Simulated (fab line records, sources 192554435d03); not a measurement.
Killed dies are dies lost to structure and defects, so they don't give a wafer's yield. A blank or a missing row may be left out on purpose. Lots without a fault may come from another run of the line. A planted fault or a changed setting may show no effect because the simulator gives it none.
One fault seen from 3 desks | flow n5_finfet | each desk has only its own numbers; what lay behind them comes last

THE METROLOGY DESK
What the gauges read, lot by lot, whatever tool the lot ran on: means of the sampled wafers that have a number. A lot is out of limits, marked OUT, if its mean lies more than 4 standard deviations from the usual mean; the brackets give that distance.
Columns: A = cd_nm at N5_BEOL_M15_CD_MEAS_10, usual 360.6 nm; B = V14_OVL at N5_BEOL_M15_OVL_MEAS_11, usual 1 nm
lot  | first seen here | A     | B
L640 | day 13 09:00    | 358.3 | -12
L638 | day 13 12:45    | 362.3 | 2
L643 | day 14 01:10    | 363.8 | -2
L645 | day 14 10:46    | 359.1 | -1
L656 | day 17 09:13    | 362.1 | -6
L658 | day 17 13:28    | 360.0 | -5
This desk's finding: nothing out of limits on any of the 6 lots.

THE TOOL OWNER'S DESK: rie_diel-04
The tool's own readings at N5_BEOL_M15_ETCH_59 (etches BARC in N2/H2, target depth 89 nm, overetch 26.7 nm, time 67.9 s): means of the sampled wafers that have a number, for each lot that ran on this tool. A lot is out of limits, marked OUT, if its mean lies more than 4 standard deviations from the usual mean; the brackets give that distance.
Columns: A = drypump_motor_current_A at N5_BEOL_M15_ETCH_59, usual 5.7 A; B = n2_flow_sccm at N5_BEOL_M15_ETCH_59, usual 200.1 sccm; C = oes_product_au at N5_BEOL_M15_ETCH_59, usual 0.66 a.u.; D = rf_vpp_V at N5_BEOL_M15_ETCH_59, usual 523.8 V; E = showerhead_plenum_p_Torr at N5_BEOL_M15_ETCH_59, usual 2.54 Torr; F = throttle_valve_pct at N5_BEOL_M15_ETCH_59, usual 17.82 %
lot  | first seen here | A   | B     | C    | D     | E    | F
L640 | day 13 09:09    | 5.8 | 200.1 | 0.65 | 521.6 | 2.46 | 17.83
L638 | day 13 12:52    | 5.5 | 199.9 | 0.66 | 523.7 | 2.51 | 17.64
L643 | day 14 01:19    | 5.4 | 200.3 | 0.67 | 522.1 | 2.50 | 17.59
L645 | day 14 10:53    | 5.7 | 200.3 | 0.67 | 523.2 | 2.48 | 17.67
L658 | day 17 13:35    | 5.4 | 199.7 | 0.67 | 525.2 | 2.59 | 17.69
This desk's finding: nothing out of limits on any of the 5 lots.

THE DEFECT DESK
What the inspections along the route counted, lot by lot: means of the sampled wafers that have a number. A lot is out of limits, marked OUT, if its mean lies more than 4 standard deviations from the usual mean; the brackets give that distance.
Columns: A = raw_defect_count at N5_BEOL_M15_INSPECT_12, usual 2.3
lot  | first seen here | A
L640 | day 13 09:04    | 1.0
L638 | day 13 12:48    | 2.0
L643 | day 14 01:13    | 2.0
L645 | day 14 10:49    | 1.5
L656 | day 17 09:16    | 4.3
L658 | day 17 13:32    | 2.0
This desk's finding: nothing out of limits on any of the 6 lots.

PUT TOGETHER
The metrology desk saw nothing out of limits.
The tool owner's desk saw nothing out of limits.
The defect desk saw nothing out of limits.

WHAT THE SIMULATOR HAD PUT IN
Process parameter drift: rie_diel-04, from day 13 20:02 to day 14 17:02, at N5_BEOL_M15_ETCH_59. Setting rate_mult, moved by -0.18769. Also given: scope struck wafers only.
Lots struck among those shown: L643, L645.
